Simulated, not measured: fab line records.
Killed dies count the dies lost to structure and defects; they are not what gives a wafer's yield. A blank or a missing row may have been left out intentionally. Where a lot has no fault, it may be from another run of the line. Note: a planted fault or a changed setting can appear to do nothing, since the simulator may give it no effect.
Chamber matching    flow n5 finfet    4 sister chambers for N5_FIN_CUT_ETCH_21 on rie diel-06
The step etches SOC in N2/H2, target depth 219 nm, overetch 43.8 nm, time 523.5 s. 18 wafers are shown with their chamber, then 9 later ones without.

WAFERS, EACH WITH ITS CHAMBER
wafer   chamber  showerhead plenum p Torr (Torr)  throttle valve pct (%)  drypump motor current A (A)
L075.1  1        2.43                             17.55                   5.6
L075.2  0        2.51                             17.85                   4.9
L075.6  3        2.45                             17.98                   5.4
L076.3  1        2.43                             17.53                   5.7
L076.4  3        2.45                             17.99                   5.3
L076.6  3        2.45                             17.99                   5.3
L080.2  3        2.45                             17.99                   5.4
L080.4  1        2.42                             17.55                   5.7
L080.5  2        2.65                             17.89                   5.2
L083.2  1        2.42                             17.56                   5.6
L083.3  3        2.45                             18.02                   5.4
L083.6  2        2.65                             17.89                   5.2
L086.2  3        2.44                             18.04                   5.3
L086.4  1        2.42                             17.58                   5.7
L086.5  3        2.44                             18.03                   5.4
L087.1  3        2.44                             18.03                   5.4
L087.2  2        2.65                             17.93                   5.2
L087.5  2        2.65                             17.91                   5.2

SIGNATURES (means of the wafers above)
reading                   chamber 0  chamber 1  chamber 2  chamber 3  scatter within a chamber
showerhead plenum p Torr  2.5100     2.4240     2.6500     2.4463     0.00469
throttle valve pct        17.8500    17.5540    17.9050    18.0087    0.0212
drypump motor current A   4.900      5.660      5.200      5.362      0.0469
Rule: for a wafer and a chamber, the distance is found by dividing, reading by reading, the gap between the wafer's reading and the chamber's mean by the reading's scatter, squaring, summing and taking the root. The wafer belongs to the nearest chamber; if the next one is less than 2 further off, it can't be placed. The scatter: the root of (the sum of the squares of (reading less its chamber's mean) over the shown wafers, divided by (wafers less chambers)).

WAFERS WITHOUT THEIR CHAMBER
wafer   showerhead plenum p Torr (Torr)  throttle valve pct (%)  drypump motor current A (A)
L089.2  2.44                             18.07                   5.4
L089.3  2.64                             17.93                   5.3
L089.5  2.44                             18.07                   5.3
L091.2  2.41                             17.59                   5.6
L091.5  2.41                             17.61                   5.7
L091.6  2.64                             17.93                   5.2
L096.2  2.43                             18.08                   5.4
L096.5  2.64                             17.95                   5.2
L096.6  2.43                             18.09                   5.4

WHICH CHAMBER EACH ONE RAN IN
wafer   from the rows above  in truth
L089.2  3                    3
L089.3  2                    2
L089.5  3                    3
L091.2  1                    1
L091.5  1                    1
L091.6  2                    2
L096.2  3                    3
L096.5  2                    2
L096.6  3                    3
Correctly placed: 9 of 9. Can't be placed from these rows: 0. 0 placed wrongly.
